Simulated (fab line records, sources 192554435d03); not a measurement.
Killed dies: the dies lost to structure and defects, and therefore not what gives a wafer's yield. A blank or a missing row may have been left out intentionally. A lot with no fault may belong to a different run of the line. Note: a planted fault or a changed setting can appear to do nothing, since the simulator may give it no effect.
Struck lot and sound lot, side by side | flow n5_finfet | 23 steps out of a route of 1938
Sound: the wafers L671.1, L671.2, L671.3. Wafers L664.2, L664.4, L664.5 were the ones struck. At the end, the cause is stated.
For every step that has rows: the tool of each side, followed by ch and its chambers, followed by its first start. Under that, the readings that differ: sound wafers | struck wafers | difference of the means | sigmas: that difference in standard deviations of wafers without a fault.
alike: readings whose means differ by less than 2 such deviations, and words and numbers that are the same on both sides. not compared: withheld readings, readings that some wafer has no value for, bounds like >300 that may hide the same value, and numbers for which the record gives no deviation and whose values overlap.
A row with sigmas, a row that says differs or no value, or rows on one side alone: a step with any of these is where the two part. Numbers that have no deviation but don't overlap get no sigmas and don't part them. A reading that every wafer of one side lacks parts them only if that side has two wafers or more.

first, 9 steps without rows for these wafers: N5_MOL_CONTACT_COAG_SPUTTER_130 (material Co, target thk 47.5 nm); N5_MOL_CONTACT_COAG_PRECLEAN_125 (cleans in DIW, time 57.5 s); N5_MOL_CONTACT_COAG_SRD_126 (dry time 32 s); N5_MOL_CONTACT_COAG_CMP_23 (polishes, stops on SiO2, t overpolish 1.5 s, target thk 0 nm); N5_MOL_CONTACT_COAG_WET_ETCH_26 (target Co, target depth 13 nm); N5_MOL_CONTACT_COAG_WET_ETCH_116 (etches the open film in SC1-inhibited, target depth 4.6 nm, rinse time 30 s); N5_MOL_CONTACT_COAG_ALD_27 (deposits SiOC, target thk 17 nm, pulse time 1.5 s, time 2720 s); N5_MOL_CONTACT_COAG_CMP_28 (polishes, stops on SiNx, t overpolish 0.85 s, target thk 14.522 nm); N5_MOL_CONTACT_COAG_ALD_123 (deposits SiNx, target thk 5 nm, pulse time 1 s, purge time 2 s).
N5_MOL_CONTACT_COAG_PECVD_31: deposits SiO2 from TEOS/O2, target thk 46 nm, time 8.9 s.
  sound on pecvd-03 ch 0,1, day 9 14:31; struck on pecvd-02 ch 0,1, day 7 20:13
then, 9 steps without rows for these wafers: N5_MOL_CONTACT_COAG_COAT_75 (time 60 s, resist thk 60 nm); N5_MOL_CONTACT_COAG_COAT_76 (time 60 s, resist thk 10 nm); N5_MOL_CONTACT_COAG_COAT_77 (time 60 s, resist thk 10 nm); N5_MOL_CONTACT_COAG_COAT_78 (resist thk 40 nm); N5_MOL_CONTACT_COAG_EBR_80; N5_MOL_CONTACT_COAG_SOFTBAKE_79 (time 60 s); N5_MOL_CONTACT_COAG_EXPOSE_81 (exposes mask VG, defocus 0 nm); N5_MOL_CONTACT_COAG_PEB_82 (peb time 60 s); N5_MOL_CONTACT_COAG_DEVELOP_83 (develop time 30 s).
N5_MOL_CONTACT_COAG_INSPECT_57: inspects for defects (brightfield).
  sound on defect_inspect-01 at day 9 14:57; struck on defect_inspect-01 at day 7 20:46
  reading          | sound       | struck       | difference | sigmas
  raw_defect_count | 140 115 139 | 1029 944 925 | +835       | +16
then, 1 step without rows for these wafers: N5_MOL_CONTACT_COAG_DESCUM_88 (chemistry O2, time 7 s).
-- the record jumps here: 4 days lie between the struck wafers' starts before and after (it left off in module MOL_CONTACT_COAG and takes up again in module BEOL_M4, whose first step shown is number 1111 of the route) --
N5_BEOL_M4_RC_MEAS_101:
  sound on prober-02 ch 0, day 12 17:07; struck on prober-02 ch 0, day 11 08:52
  alike: DIBL_N, DIBL_P, IOFF_N, IOFF_P, ION_N, ION_P, SS_N, SS_P, VT_N, VT_P
-- record jumps: 5 days separate the struck wafers' starts on either side; left off in module BEOL_M4, taken up again in module PASSIVATION, whose first shown step is the route's number 1936 --
N5_PASSIVATION_PROBE_49:
  record: rows for the struck wafers here (prober-01, day 16 00:17), none for the sound ones

== WHERE THEY PART ==
Last at N5_PASSIVATION_PROBE_49 as far as this record goes, first at N5_MOL_CONTACT_COAG_INSPECT_57.

WHY: the cause the simulator had injected
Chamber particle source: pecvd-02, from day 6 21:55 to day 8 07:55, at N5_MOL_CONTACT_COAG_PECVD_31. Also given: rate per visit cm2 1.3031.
